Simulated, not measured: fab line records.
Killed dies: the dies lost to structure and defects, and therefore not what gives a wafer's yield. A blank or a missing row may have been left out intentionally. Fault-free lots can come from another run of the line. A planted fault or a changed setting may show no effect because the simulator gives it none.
fab line records	flow n5Finfet
[record] lots = 6	wafers = 18	lastDay = 18
route steps=1938 shown BEOL_M6@1221 PASSIVATION@1936
lots with no fault: from the same line, run without faults
startH: hours from the record's opening day to when the first of the lot's shown wafers began	waitH: time in hours since the lot's previous step	" unchanged from the row above	L1.1+2: several wafers, shown together as one row	- either no value or no given start	* or withheld: withheld	< > ~ a bound
route shown NAME@n: a module of which the file shows steps, and the number in the route of the first	usual: mean/standard deviation of fault-free wafers	same: alike in all rows	chamber/n: place in a boat	sites: the reading at each site	_std_site: their standard deviation	_edge_site: the outer-site mean with the inner-site mean subtracted	radiusMm: how far each site lies from the wafer's centre	mask NAME#n: copy n	behind: the tool/chamber that last shaped the wafer	hold: why the lot was held/for how many hours/how that ended	device: which transistor (n, p or np) failed to switch	end of line: the route-end tests of the same wafers	a step without rows: its recipe alone	killed: not the wafer's yield, but the dies lost to structure and defects at the first sort	map: a wafer's dies, x killed, . not, _ none there
set.NAME: setting as actually run; set.NAME@STEP: the setting as run at that earlier step	model.NAME: the simulator's own value behind a step, which no gauge read
lots at selected steps of the route; one table per step, one row per wafer
services: when a tool's chamber went out of use (startH, in hours from the record's first day, below 0 if earlier), for how many hours, and the reason
[[steps]]
[step N5_BEOL_M6_COAT_22]
[recipe] resist = CAR-EUV	spinRpm = 1500	resistThkNm = 30
[step N5_BEOL_M6_EBR_24]
[recipe] solvent = PGMEA	ebrWidthMm = 1.5
[step N5_BEOL_M6_SOFTBAKE_23]
[recipe] tempC = 110	timeS = 60	resist = CAR-EUV
[step N5_BEOL_M6_EXPOSE_25]
[recipe] maskId = V5	na = 0.33	sourceShape = annular	sigmaInner = 0.4	sigmaOuter = 0.8	polarization = unpolarized	targetCdNm = 40	doseMj = 45
[step N5_BEOL_M6_PEB_26]
[recipe] pebTempC = 100	pebTimeS = 60	resist = CAR-EUV
[step N5_BEOL_M6_DEVELOP_27]
[recipe] developTimeS = 30	developer = TMAH	resist = CAR-EUV	rinseLiquid = surfactantRinse	dry = airSpin	devTempC = 23
[step N5_BEOL_M6_CD_MEAS_28]
[recipe] targetCdNm = 40	landingEnergyEv = 500	detector = seInlens
[usual] cdNm = 39.99/0.23
lot.wafer	tool	chamber	startH	waitH	cdNm
L214.2	cdSem-01	0	187.28	-	40.11
L214.3	"	0	"	"	39.98
L214.5	"	0	"	"	40.04
L222.4	cdSem-03	0	236.54	-	40.11
L222.5	"	0	"	"	40.14
L222.6	"	0	"	"	39.78
L221.4	cdSem-01	0	243.09	-	40.05
L221.5	"	0	"	"	40.02
L221.6	"	0	"	"	39.61
L224.1	cdSem-02	0	259.93	-	39.97
L224.3	"	0	"	"	40.10
L224.6	"	0	"	"	39.82
L233.2	cdSem-03	0	313.03	-	39.86
L233.3	"	0	"	"	40.07
L233.5	"	0	"	"	39.53
L237.1	cdSem-03	0	346.54	-	40.01
L237.3	"	0	"	"	40.30
L237.5	"	0	"	"	39.87
[step N5_BEOL_M6_OVL_MEAS_29]
[recipe] pointsPerWafer = 522
[usual] V5_OVL = -0.1/0.7
lot.wafer	tool	chamber	startH	waitH	V5_OVL[nm]
L214.2	overlay-01	0	187.32	0.0	-0.6
L214.3	"	0	"	"	-0.6
L214.5	"	0	"	"	0.2
L222.4	overlay-02	0	236.59	0.0	0.3
L222.5	"	0	"	"	1.0
L222.6	"	0	"	"	-0.1
L221.4	overlay-02	0	243.13	0.0	-1.2
L221.5	"	0	"	"	-0.6
L221.6	"	0	"	"	-0.6
L224.1	overlay-01	0	259.96	0.0	0.4
L224.3	"	0	"	"	0.7
L224.6	"	0	"	"	-0.2
L233.2	overlay-01	0	313.06	0.0	0.2
L233.3	"	0	"	"	0.9
L233.5	"	0	"	"	1.4
L237.1	overlay-02	0	346.57	0.0	-0.6
L237.3	"	0	"	"	0.0
L237.5	"	0	"	"	-0.2
[step N5_BEOL_M6_INSPECT_30]
[recipe] mode = adi	inspectInstrument = brightfield
[usual] rawDefectCount = 400/80
lot.wafer	tool	chamber	startH	waitH	rawDefectCount
L214.2	defectInspect-02	-	187.37	0.0	363
L214.3	"	-	"	"	308
L214.5	"	-	"	"	231
L222.4	defectInspect-01	-	236.63	0.0	472
L222.5	"	-	"	"	494
L222.6	"	-	"	"	408
L221.4	defectInspect-01	-	243.18	0.0	422
L221.5	"	-	"	"	343
L221.6	"	-	"	"	495
L224.1	defectInspect-02	-	260.02	0.1	342
L224.3	"	-	"	"	447
L224.6	"	-	"	"	382
L233.2	defectInspect-02	-	313.12	0.0	249
L233.3	"	-	"	"	430
L233.5	"	-	"	"	316
L237.1	defectInspect-01	-	346.62	0.1	543
L237.3	"	-	"	"	622
L237.5	"	-	"	"	586
[step N5_BEOL_M6_DESCUM_33]
[recipe] chemistry = O2	timeS = 7	sourcePowerW = 50	biasPowerW = 20	pressureMtorr = 20	rfFrequencyHz = 2.712e+07	tempC = 40	resist = CAR-EUV	o2FlowSccm = 225
[usual] biasPowerW = 20.00/0.063	drypumpMotorCurrentA = 5.7/0.42	o2FlowSccm = 225.0/0.74	oesProductAu = 0.84/0.071	rfFwdPowerW = 49.40/0.19	rfVppV = 242.7/1.3	showerheadPlenumPTorr = 2.06/0.06	throttleValvePct = 20.41/0.21
[same] timeS = 7
lot.wafer	tool	chamber	startH	waitH	biasPowerW	drypumpMotorCurrentA	o2FlowSccm	oesProductAu	rfFwdPowerW	rfHoursCounterH	rfVppV	showerheadPlenumPTorr	throttleValvePct
L214.2	rieDiel-02	0	188.26	0.9	20.07	5.6	224.9	0.95	49.60	14	244.0	2.15	20.30
L214.3	"	1	"	"	20.05	6.7	223.9	0.89	49.72	38	243.6	2.06	20.35
L214.5	"	2	"	"	19.99	5.5	225.3	0.85	49.17	-	243.9	2.03	20.44
L222.4	rieDiel-04	2	236.66	0.0	19.93	6.1	225.1	0.83	49.18	87	241.5	2.09	20.13
L222.5	"	0	"	"	20.07	5.1	225.5	0.80	49.08	-	242.0	2.03	20.86
L222.6	"	3	"	"	19.99	6.4	224.4	0.99	49.41	-	244.1	2.13	20.25
L221.4	rieDiel-04	2	243.21	0.0	20.06	6.1	227.0	0.82	49.19	88	243.9	2.09	20.14
L221.5	"	2	"	"	20.06	6.1	226.2	0.83	49.05	-	243.8	2.09	20.13
L221.6	"	1	"	"	20.01	5.8	227.2	0.86	49.20	-	241.9	2.04	20.32
L224.1	rieDiel-04	3	260.06	0.0	20.05	6.4	225.0	0.94	49.29	9	244.7	2.13	20.25
L224.3	"	2	"	"	19.94	6.1	226.2	0.81	49.17	94	243.2	2.09	20.12
L224.6	"	3	"	"	20.12	6.4	225.0	0.93	49.37	-	245.1	2.13	20.25
L233.2	rieDiel-03	2	313.28	0.2	20.01	5.7	224.8	0.82	49.45	84	241.3	2.00	20.28
L233.3	"	1	"	"	20.00	5.6	224.6	0.88	49.42	43	242.5	2.04	20.67
L233.5	"	0	"	"	19.97	5.4	225.9	0.85	49.42	-	243.0	2.03	20.47
L237.1	rieDiel-03	1	346.68	0.1	19.98	5.5	223.9	0.85	49.46	54	241.7	2.04	20.69
L237.3	"	2	"	"	19.99	5.7	224.3	0.81	49.44	96	242.5	2.00	20.29
L237.5	"	1	"	"	19.92	5.5	225.1	0.85	49.68	-	242.6	2.04	20.68
[step N5_BEOL_M6_ETCH_72]
[recipe] chemistry = N2/H2	target = underlayer	targetDepthA = 65	maskMaterial = CAR-EUV	timeS = 5.2	ionEnergyEv = 200	pressureMtorr = 30	sourceW = 840	biasW = 150	n2FlowSccm = 200	h2FlowSccm = 200	ends = cleared
[usual] drypumpMotorCurrentA = 5.7/0.42	etchRfOnTimeS = 5.17/0.13	oesProductAu = 0.71/0.063	rfFwdPowerW = 819.3/2.4	rfVppV = 522.8/2.7	showerheadPlenumPTorr = 2.51/0.079	throttleValvePct = 17.87/0.17
lot.wafer	tool	chamber	startH	waitH	drypumpMotorCurrentA	etchRfOnTimeS	oesProductAu	rfFwdPowerW	rfHoursCounterH	rfVppV	showerheadPlenumPTorr	throttleValvePct
L214.2	rieDiel-02	0	188.30	0.0	5.6	5.30	0.78	815.7	14	525.1	2.60	17.77
L214.3	"	1	"	"	6.7	5.18	0.76	821.5	38	520.6	2.48	17.63
L214.5	"	2	"	"	5.5	5.21	0.71	815.5	-	521.0	2.47	17.93
L222.4	rieDiel-04	2	236.69	0.0	6.2	4.94	0.71	824.2	87	527.4	2.56	17.57
L222.5	"	0	"	"	5.1	5.12	0.66	819.6	-	519.8	2.44	18.19
L222.6	"	3	"	"	6.4	5.23	0.83	819.4	-	524.5	2.62	17.84
L221.4	rieDiel-04	2	243.24	0.0	6.1	4.91	0.71	819.2	88	526.9	2.56	17.58
L221.5	"	2	"	"	6.1	4.86	0.71	821.1	-	524.0	2.56	17.57
L221.6	"	1	"	"	5.9	5.14	0.72	820.5	-	520.5	2.47	17.78
L224.1	rieDiel-04	3	260.09	0.0	6.4	5.24	0.81	819.0	9	527.5	2.61	17.87
L224.3	"	2	"	"	6.1	4.95	0.69	817.9	94	525.0	2.56	17.60
L224.6	"	3	"	"	6.4	5.20	0.80	822.1	-	526.2	2.61	17.84
L233.2	rieDiel-03	2	313.32	0.0	5.7	5.29	0.68	821.4	84	520.7	2.47	17.85
L233.3	"	1	"	"	5.6	5.09	0.75	814.6	43	522.5	2.49	18.08
L233.5	"	0	"	"	5.5	5.40	0.72	819.4	-	520.2	2.46	17.84
L237.1	rieDiel-03	1	346.72	0.0	5.6	5.02	0.74	824.6	54	522.8	2.48	18.08
L237.3	"	2	"	"	5.7	5.29	0.67	818.5	96	520.3	2.47	17.87
L237.5	"	1	"	"	5.5	5.02	0.74	823.6	-	521.4	2.48	18.09
[step N5_BEOL_M6_ETCH_65]
[recipe] chemistry = CF4	target = SiARC	targetDepthA = 156	maskMaterial = CAR-EUV	timeS = 26	ionEnergyEv = 80	pressureMtorr = 40	sourceW = 545	biasW = 36	Ar_flow_sccm = 100	cf4FlowSccm = 100	ends = cleared
[usual] drypumpMotorCurrentA = 5.7/0.42	etchRfOnTimeS = 25.8/0.64	oesProductAu = 0.72/0.064	rfFwdPowerW = 531.9/1.9	rfVppV = 183.7/1	showerheadPlenumPTorr = 2.11/0.061	throttleValvePct = 15.58/0.19
lot.wafer	tool	chamber	startH	waitH	drypumpMotorCurrentA	etchRfOnTimeS	oesProductAu	rfFwdPowerW	rfHoursCounterH	rfVppV	showerheadPlenumPTorr	throttleValvePct
L214.2	rieDiel-02	0	188.31	0.0	5.6	26.3	0.79	532.0	14	183.3	2.17	15.34
L214.3	"	1	"	"	6.7	26.0	0.75	532.7	38	183.5	2.10	15.41
L214.5	"	2	"	"	5.5	25.9	0.72	530.7	-	182.9	2.09	15.56
L222.4	rieDiel-04	2	236.71	0.0	6.2	24.8	0.71	531.1	87	183.7	2.15	15.39
L222.5	"	0	"	"	5.2	25.4	0.68	529.1	-	182.1	2.07	15.88
L222.6	"	3	"	"	6.4	26.0	0.84	531.4	-	184.4	2.19	15.44
L221.4	rieDiel-04	2	243.26	0.0	6.1	25.6	0.70	531.2	88	185.3	2.15	15.38
L221.5	"	2	"	"	6.1	25.1	0.70	530.9	-	183.6	2.15	15.39
L221.6	"	1	"	"	5.8	26.5	0.71	529.0	-	183.4	2.08	15.41
L224.1	rieDiel-04	3	260.11	0.0	6.4	25.6	0.81	533.6	9	185.4	2.19	15.48
L224.3	"	2	"	"	6.1	24.4	0.71	531.3	94	185.3	2.15	15.39
L224.6	"	3	"	"	6.4	25.6	0.81	535.0	-	184.4	2.19	15.46
L233.2	rieDiel-03	2	313.33	0.0	5.7	26.1	0.68	533.7	84	183.3	2.08	15.56
L233.3	"	1	"	"	5.5	24.9	0.76	527.2	43	183.2	2.09	15.80
L233.5	"	0	"	"	5.4	26.4	0.72	531.7	-	183.1	2.09	15.69
L237.1	rieDiel-03	1	346.73	0.0	5.5	25.6	0.74	532.4	54	182.5	2.09	15.81
L237.3	"	2	"	"	5.7	26.7	0.66	534.8	96	183.6	2.07	15.57
L237.5	"	1	"	"	5.5	25.4	0.74	529.5	-	185.6	2.09	15.81
[step N5_BEOL_M6_ETCH_66]
[recipe] chemistry = N2/H2	target = SOC	targetDepthA = 800	overetchA = 160	maskMaterial = SiARC	tempC = 40	timeS = 120	ionEnergyEv = 200	pressureMtorr = 30	sourceW = 840	biasW = 150	n2FlowSccm = 200	h2FlowSccm = 200
[usual] drypumpMotorCurrentA = 5.7/0.42	oesProductAu = 0.64/0.054	rfFwdPowerW = 835.9/2.8	rfVppV = 523.1/2.2	showerheadPlenumPTorr = 2.51/0.079	throttleValvePct = 17.83/0.17
[same] timeS = 120
lot.wafer	tool	chamber	startH	waitH	drypumpMotorCurrentA	oesProductAu	rfFwdPowerW	rfHoursCounterH	rfVppV	showerheadPlenumPTorr	throttleValvePct	model.SiARC_of_BEOL_M6_COAT_64.thkNm	model.BEOL_M6.cdNm
L214.2	rieDiel-02	0	188.34	0.0	5.7	0.72	836.4	14	524.6	2.60	17.74	6.4	39.8
L214.3	"	1	"	"	6.7	0.67	833.4	38	523.3	2.48	17.59	6.6	40
L214.5	"	2	"	"	5.5	0.65	835.3	-	523.1	2.47	17.89	6.4	40.4
L222.4	rieDiel-04	2	236.74	0.0	6.1	0.62	832.3	87	523.1	2.56	17.53	6.2	40.4
L222.5	"	0	"	"	5.2	0.60	839.8	-	522.8	2.44	18.14	6.4	40
L222.6	"	3	"	"	6.4	0.75	833.3	-	525.4	2.62	17.79	6.4	40
L221.4	rieDiel-04	2	243.29	0.0	6.1	0.61	633.2	88	574.0	2.56	17.53	7.2	39.6
L221.5	"	2	"	"	6.1	0.62	634.1	-	574.7	2.56	17.53	7.2	39.8
L221.6	"	1	"	"	5.8	0.64	831.2	-	521.9	2.47	17.74	6.6	39.8
L224.1	rieDiel-04	3	260.14	0.0	6.4	0.72	836.5	9	526.2	2.61	17.82	6.4	40.2
L224.3	"	2	"	"	6.1	0.61	635.5	94	574.4	2.56	17.55	7.2	39.6
L224.6	"	3	"	"	6.4	0.73	836.5	-	525.9	2.61	17.81	6.4	39.8
L233.2	rieDiel-03	2	313.36	0.0	5.7	0.62	835.5	84	521.0	2.47	17.82	6.4	40
L233.3	"	1	"	"	5.6	0.66	838.9	43	522.2	2.49	18.03	6.2	40
L233.5	"	0	"	"	5.4	0.66	837.3	-	523.1	2.47	17.79	6.6	39.8
L237.1	rieDiel-03	1	346.76	0.0	5.5	0.65	834.3	54	522.4	2.48	18.04	6.2	39.8
L237.3	"	2	"	"	5.7	0.60	837.3	96	521.4	2.47	17.83	6.4	40
L237.5	"	1	"	"	5.5	0.66	836.1	-	521.8	2.48	18.05	6.2	39.8
[step N5_BEOL_M6_STRIP_69]
[recipe] chemistry = N2/H2	tempC = 40	n2FlowSccm = 200	h2FlowSccm = 200	rfFrequencyHz = 6e+07
[step N5_BEOL_M6_STRIP_73]
[recipe] chemistry = N2/H2	tempC = 40	n2FlowSccm = 200	h2FlowSccm = 200	rfFrequencyHz = 6e+07
[step N5_BEOL_M6_VIA_ETCH_34]
[recipe] chemistry = C4F6/O2	target = SiCOH_lowk	targetDepthA = 1263	maskMaterial = SOC	taperDeg = 4	timeS = 50.9	ionEnergyEv = 250	pressureMtorr = 30	sourceW = 345	biasW = 185	Ar_flow_sccm = 300	C4F6_flow_sccm = 10	O2_flow_sccm = 10
[usual] drypumpMotorCurrentA = 5.7/0.42	oes_o_777_au = 0.83/0.076	oesProductAu = 0.84/0.074	rfFwdPowerW = 341.5/1.2	rfVppV = 660/13	showerheadPlenumPTorr = 2.81/0.082	throttleValvePct = 20.90/0.18
[same] timeS = 50.9
lot.wafer	tool	chamber	startH	waitH	drypumpMotorCurrentA	oes_o_777_au	oesProductAu	rfFwdPowerW	rfHoursCounterH	rfVppV	showerheadPlenumPTorr	throttleValvePct	model.BEOL_M6.cdNm
L214.2	rieDiel-02	0	188.44	0.0	5.6	0.93	0.93	341.3	14	677	2.90	20.72	40
L214.3	"	1	"	"	6.6	0.88	0.87	342.5	38	645	2.79	20.72	40.2
L214.5	"	2	"	"	5.5	0.82	0.85	339.6	-	654	2.78	20.97	40.6
L222.4	rieDiel-04	2	236.84	0.0	6.1	0.81	0.81	341.4	87	649	2.87	20.68	40.4
L222.5	"	0	"	"	5.2	0.82	0.78	341.9	-	646	2.75	21.21	40
L222.6	"	3	"	"	6.4	0.95	0.98	341.5	-	669	2.92	20.84	39.8
L221.4	rieDiel-04	2	243.39	0.0	6.1	0.81	0.83	340.6	88	650	2.87	20.67	39.8
L221.5	"	2	"	"	6.1	0.80	0.83	339.6	-	651	2.87	20.68	39.8
L221.6	"	1	"	"	5.8	0.85	0.84	338.6	-	652	2.77	20.74	40
L224.1	rieDiel-04	3	260.24	0.0	6.4	0.92	0.94	341.6	10	671	2.92	20.86	40.2
L224.3	"	2	"	"	6.1	0.80	0.82	340.6	94	649	2.86	20.69	39.8
L224.6	"	3	"	"	6.4	0.90	0.94	340.5	-	671	2.92	20.87	40
L233.2	rieDiel-03	2	313.46	0.0	5.8	0.76	0.80	342.4	84	668	2.76	20.91	40
L233.3	"	1	"	"	5.6	0.90	0.88	342.7	43	656	2.79	21.19	40
L233.5	"	0	"	"	5.4	0.84	0.85	341.6	-	650	2.76	20.94	40
L237.1	rieDiel-03	1	346.86	0.0	5.6	0.88	0.87	342.4	54	657	2.78	21.20	39.8
L237.3	"	2	"	"	5.7	0.75	0.80	340.6	96	668	2.76	20.92	40
L237.5	"	1	"	"	5.6	0.88	0.86	342.3	-	656	2.78	21.20	39.8
[step N5_BEOL_M6_STRIP_76]
[recipe] chemistry = C4F6/O2	resist = SiARC	rfFrequencyHz = 6e+07
[step N5_PASSIVATION_PROBE_49]
[usual] defectLimitedYield = 91.4/1.4	killed_at_M0_to_M3 = 32/10	killed_at_M4_up = 13/5.6	killedAtContacts = 13/6.6	killedAtFrontEnd = 39/13	killedAtOther = 3.4/2.8	killedDies = 101/17	killedOpen = 66/13	killedShort = 33/7	sort_bin_5_function = 5.0/0.93	sort_bin_6_memory = 3.2/0.65	sortNPass = 1078/17	sortYieldPct = 91.4/1.4
[same] grossDies = 1180	killedAtBackSide = 0	sort_bin_4_leakage[%] = 0	sort_bin_8_speed[%] = 0
lot.wafer	tool	chamber	startH	waitH	defectLimitedYield[%]	killed_at_M0_to_M3	killed_at_M4_up	killedAtContacts	killedAtFrontEnd	killedAtOther	killedDies	killedOpen	killedShort	sort_bin_5_function[%]	sort_bin_6_memory[%]	sortNPass	sortYieldPct[%]
L222.4	prober-02	-	323.16	0.2	91.4	19	14	19	47	2	101	68	32	4.6	3.6	1079	91.4
L222.5	prober-02	-	323.21	0.2	91.9	37	7	14	36	1	95	62	32	4.4	3.4	1085	91.9
L222.6	prober-02	-	323.26	0.3	88.4	29	10	21	71	6	137	91	42	6.9	4.2	1043	88.4
// killed by level:class
L222.4 MOL_CONTACT_COAG:geometricParticle:open=19 FIN_SAQP:geometricParticle:open=9 FIN_SAQP:geometricParticle:short=8 DUMMY_GATE:geometricParticle:open=6 STI_FIN_REVEAL:geometricParticle:open=5 BEOL_M4:geometricParticle:open=5 GATE_CUT:geometricParticle:short=4 BEOL_M1:geometricParticle:open=4
L222.5 BEOL_M0_SAQP:geometricParticle:open=12 BEOL_M2:geometricParticle:open=12 MOL_CONTACT_COAG:geometricParticle:open=9 FIN_SAQP:geometricParticle:short=8 STI_FIN_REVEAL:geometricParticle:open=6 DUMMY_GATE:geometricParticle:short=5 MOL_CONTACT_COAG:geometricParticle:short=5 FIN_SAQP:geometricParticle:open=4
L222.6 FIN_SAQP:geometricParticle:open=34 MOL_CONTACT_COAG:geometricParticle:open=18 FIN_SAQP:geometricParticle:short=11 BEOL_M2:geometricParticle:open=9 BEOL_M0_SAQP:geometricParticle:short=6 BEOL_M0_SAQP:geometricParticle:open=5 BEOL_M4:geometricParticle:open=5 STARTING-WAFER:geometricParticle:open=5
[[services]]
tool	chamber	startH	hours	kind
rieDiel-02	3	166.92	-	clean
rieDiel-02	3	166.92	-	consumableReplace:focusRing
rieDiel-02	3	166.92	-	consumableReplace:showerhead
rieDiel-02	3	166.92	25.5	scheduledDown
rieDiel-02	3	166.92	25.5	ventCycle
rieDiel-04	3	212.00	-	clean
rieDiel-04	3	212.00	-	consumableReplace:focusRing
rieDiel-04	3	212.00	22.3	scheduledDown
rieDiel-04	3	212.00	22.3	ventCycle
rieDiel-04	0	259.93	44.6	repair
rieDiel-03	1	300.65	1.3	repair
rieDiel-04	0	315.19	1.6	repair
rieDiel-02	-	322.39	0.2	repair
rieDiel-03	3	345.01	-	clean
rieDiel-03	3	345.01	-	consumableReplace:focusRing
rieDiel-03	3	345.01	-	consumableReplace:showerhead
rieDiel-03	3	345.01	15.3	scheduledDown
rieDiel-03	3	345.01	15.3	ventCycle
[[key]]
[firstSign] step = N5_BEOL_M6_ETCH_66	reading = rfFwdPowerW	direction = down	sigmas = 72	usual = *	struck = *
[effect] step = N5_BEOL_M6_ETCH_66	reading = rfVppV	direction = up	sigmas = 23	usual = 523.1	struck = 574.4
[modelEffect] step = N5_BEOL_M6_ETCH_66	value = SiARC_of_BEOL_M6_COAT_64.thkNm	without = 6.4	struck = 7.2
[modelEffect] step = N5_BEOL_M6_VIA_ETCH_34	value = BEOL_M6.cdNm	without = 40.4	struck = 39.8
metAt N5_BEOL_M6_ETCH_66
struckWafers L221.4,L221.5,L224.3
onsetBetween 236.74 243.29
[fault] kind = processParameterDrift	tool = rieDiel-04	chamber = 2	onsetH = 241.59	steps = N5_BEOL_M6_ETCH_66	channel = sourceW	offset = -201.6	shape = step	endH = 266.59	actsIn = theseRecipesOnly	stated = 840
